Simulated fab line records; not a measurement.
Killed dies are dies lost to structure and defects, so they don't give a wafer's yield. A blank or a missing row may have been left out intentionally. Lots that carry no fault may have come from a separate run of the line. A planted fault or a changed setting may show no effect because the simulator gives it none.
Lot-split experiment :: flow n5_finfet :: 7 lots, 21 wafers read, on a route of 1938 steps

ON THE SPLIT
At N5_GATE_CUT_ETCH_58 (etches SiNx in CH3F/O2, target depth 17 nm, time 128.6 s), the setting bias_w was moved away from the recipe's 21 W on 6 of the 21 wafers read, by -16.3% to +12.8%. This setting was run at the recipe's value on the other wafers.

The reading comes from the split's own step.

THE READING
rf_vpp_V, in V, at N5_GATE_CUT_ETCH_58 (etches SiNx in CH3F/O2, target depth 17 nm, time 128.6 s). A value of 98.9 V with a standard deviation of 0.84 V is what fault-free wafers of this fab line usually give.

wafer: L078.1
tool, chamber at the split: rie_diel-02, 3
bias_w as run, W: 21
against the recipe: recipe
rf_vpp_V, V: 99.4
against lot-mates on the recipe: -

wafer: L078.3
tool, chamber at the split: rie_diel-02, 2
bias_w as run, W: 21
against the recipe: recipe
rf_vpp_V, V: 99.6
against lot-mates on the recipe: -

wafer: L078.4
tool, chamber at the split: rie_diel-02, 0
bias_w as run, W: 21
against the recipe: recipe
rf_vpp_V, V: 99.7
against lot-mates on the recipe: -

wafer: L081.3
tool, chamber at the split: rie_diel-06, 1
bias_w as run, W: 21
against the recipe: recipe
rf_vpp_V, V: 99.4
against lot-mates on the recipe: -

wafer: L081.4
tool, chamber at the split: rie_diel-06, 0
bias_w as run, W: 21
against the recipe: recipe
rf_vpp_V, V: 97.1
against lot-mates on the recipe: -

wafer: L081.6
tool, chamber at the split: rie_diel-06, 0
bias_w as run, W: 21
against the recipe: recipe
rf_vpp_V, V: 100.1
against lot-mates on the recipe: -

wafer: L083.2
tool, chamber at the split: rie_diel-01, 2
bias_w as run, W: 21
against the recipe: recipe
rf_vpp_V, V: 98.7
against lot-mates on the recipe: -

wafer: L083.3
tool, chamber at the split: rie_diel-01, 3
bias_w as run, W: 21
against the recipe: recipe
rf_vpp_V, V: 98.1
against lot-mates on the recipe: -

wafer: L083.4
tool, chamber at the split: rie_diel-01, 3
bias_w as run, W: 21
against the recipe: recipe
rf_vpp_V, V: 97.2
against lot-mates on the recipe: -

wafer: L084.1
tool, chamber at the split: rie_diel-06, 1
bias_w as run, W: 21
against the recipe: recipe
rf_vpp_V, V: 99.5
against lot-mates on the recipe: -

wafer: L084.4
tool, chamber at the split: rie_diel-06, 3
bias_w as run, W: 18
against the recipe: -14.3%
rf_vpp_V, V: 89.4
against lot-mates on the recipe: -9.5

wafer: L084.5
tool, chamber at the split: rie_diel-06, 0
bias_w as run, W: 21
against the recipe: recipe
rf_vpp_V, V: 98.4
against lot-mates on the recipe: -

wafer: L085.2
tool, chamber at the split: rie_diel-06, 2
bias_w as run, W: 21
against the recipe: recipe
rf_vpp_V, V: 98.6
against lot-mates on the recipe: -

wafer: L085.4
tool, chamber at the split: rie_diel-06, 0
bias_w as run, W: 23.68
against the recipe: +12.8%
rf_vpp_V, V: 108.6
against lot-mates on the recipe: +9.8

wafer: L085.5
tool, chamber at the split: rie_diel-06, 0
bias_w as run, W: 21
against the recipe: recipe
rf_vpp_V, V: 99.0
against lot-mates on the recipe: -

wafer: L095.1
tool, chamber at the split: rie_diel-06, 2
bias_w as run, W: 19.7
against the recipe: -6.2%
rf_vpp_V, V: 95.2
against lot-mates on the recipe: -4.8

wafer: L095.4
tool, chamber at the split: rie_diel-06, 0
bias_w as run, W: 19.7
against the recipe: -6.2%
rf_vpp_V, V: 93.3
against lot-mates on the recipe: -6.7

wafer: L095.6
tool, chamber at the split: rie_diel-06, 3
bias_w as run, W: 21
against the recipe: recipe
rf_vpp_V, V: 100.0
against lot-mates on the recipe: -

wafer: L097.1
tool, chamber at the split: rie_diel-06, 3
bias_w as run, W: 21
against the recipe: recipe
rf_vpp_V, V: 99.7
against lot-mates on the recipe: -

wafer: L097.2
tool, chamber at the split: rie_diel-06, 2
bias_w as run, W: 17.57
against the recipe: -16.3%
rf_vpp_V, V: 88.3
against lot-mates on the recipe: -11.4

wafer: L097.4
tool, chamber at the split: rie_diel-06, 0
bias_w as run, W: 17.57
against the recipe: -16.3%
rf_vpp_V, V: 87.7
against lot-mates on the recipe: -12.0

THE FIT
A straight line over all 21 wafers: rf_vpp_V changes by +0.694 V for each +1% of bias_w; r = +0.98; the points scatter about the line by 0.91 V.
The same after taking each lot's own level away (the mean of its wafers on the recipe; 21 wafers): +0.73 V for each +1%; r = +0.99; scatter 0.82 V.
Per that fit: largest bias_w move, reading shift of 12 V.
Measured against the standard deviation above, the lots' own levels, which go from 98.00 to 100.00 V, span 2.4 times it.
Consequently the slope shifts little with the lot-to-lot level, the two slopes agreeing.
Check: for one of the wafers moved furthest among these (-16.3%), held out of the fit, the line's prediction against its lot-mates is -12.2 V. It came out at -11.4 V against them.
Tool readings at the split's step, against how far the setting was moved: rf_vpp_V r = +0.98.

THE OTHER SPLITS THESE WAFERS WENT THROUGH
Note: prior to the reading, these wafers also went through further splits. Each is held against what the fit with the lots' levels taken away leaves over:
other split on the same wafers: N5_SDB_ETCH_17 bias_w
wafers away from the commonest value: 7
r with rf_vpp_V (lot level and that fit taken away): +0.10

other split on the same wafers: N5_HKMG_FIN_ETCH_55 time_s
wafers away from the commonest value: 11
r with rf_vpp_V (lot level and that fit taken away): -0.23

THE WHOLE CHAIN: every reading that the file lists as answering this split, in the file's order
step: N5_GATE_CUT_ETCH_58
what it does: etches SiNx in CH3F/O2, target depth 17 nm, time 128.6 s
reading: rf_vpp_V
change (the file's fit): +0.725 V for each +1% of the setting
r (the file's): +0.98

step: N5_GATE_CUT_ETCH_58
what it does: etches SiNx in CH3F/O2, target depth 17 nm, time 128.6 s
reading: etch.depth_nm (the simulator's own value, which no gauge read)
change (the file's fit): +0.062 nm for each +1% of the setting
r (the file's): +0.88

FILE'S OWN FIT
rf_vpp_V changes by +0.725 V for each +1% of bias_w, r = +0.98.
